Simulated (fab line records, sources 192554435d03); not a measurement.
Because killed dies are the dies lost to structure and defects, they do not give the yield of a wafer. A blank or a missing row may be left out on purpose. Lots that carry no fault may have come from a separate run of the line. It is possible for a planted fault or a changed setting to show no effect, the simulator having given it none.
Chamber matching / flow n5Finfet / pecvd-04 running N5_BEOL_M6_ILD_DEP_00: 3 sister chambers
The step deposits SiCOH lowk from DEMS/porogen, target thk 179.75 nm, time 33.4 s. 6 wafers are shown with their chamber, then 8 later ones without.

== WAFERS PAIRED WITH THEIR CHAMBERS ==
wafer=L078.1; chamber=0; heaterPowerW (W)=239; throttleValvePct (%)=13.5
wafer=L079.3; chamber=2; heaterPowerW (W)=420; throttleValvePct (%)=12.9
wafer=L079.5; chamber=2; heaterPowerW (W)=415; throttleValvePct (%)=13.0
wafer=L082.1; chamber=0; heaterPowerW (W)=243; throttleValvePct (%)=13.6
wafer=L082.5; chamber=1; heaterPowerW (W)=387; throttleValvePct (%)=13.3
wafer=L086.3; chamber=1; heaterPowerW (W)=369; throttleValvePct (%)=12.8

== WAFERS WITHOUT THEIR CHAMBER ==
wafer=L086.4; heaterPowerW (W)=374; throttleValvePct (%)=13.1
wafer=L086.5; heaterPowerW (W)=264; throttleValvePct (%)=13.6
wafer=L089.1; heaterPowerW (W)=366; throttleValvePct (%)=12.9
wafer=L089.2; heaterPowerW (W)=268; throttleValvePct (%)=13.5
wafer=L089.4; heaterPowerW (W)=275; throttleValvePct (%)=13.5
wafer=L094.1; heaterPowerW (W)=399; throttleValvePct (%)=12.8
wafer=L094.2; heaterPowerW (W)=264; throttleValvePct (%)=13.4
wafer=L094.3; heaterPowerW (W)=373; throttleValvePct (%)=12.9

== WHICH CHAMBER EACH WENT THROUGH ==
wafer=L086.4; from the rows above=1; in truth=1
wafer=L086.5; from the rows above=0; in truth=0
wafer=L089.1; from the rows above=1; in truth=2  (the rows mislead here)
wafer=L089.2; from the rows above=0; in truth=0
wafer=L089.4; from the rows above=0; in truth=0
wafer=L094.1; from the rows above=can't be placed: 2 or 1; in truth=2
wafer=L094.2; from the rows above=0; in truth=0
wafer=L094.3; from the rows above=1; in truth=1
Correctly placed: 6 of 8. Can't be placed from these rows: 1 (the true chamber is among the candidates in 1). Wrongly placed: 1.
How it was worked out, from the rows above alone: a wafer's distance from a chamber is the root of the sum, over the readings, of the square of ((its reading less the chamber's mean) divided by the reading's scatter). The wafer belongs to the nearest chamber; if the next one is less than 2 further off, it can't be placed. The mean given for a chamber averages the wafers shown for that chamber. The scatter is the square root of a quotient: the sum, over the shown wafers, of each reading's squared deviation from its chamber's mean, divided by wafers minus chambers.
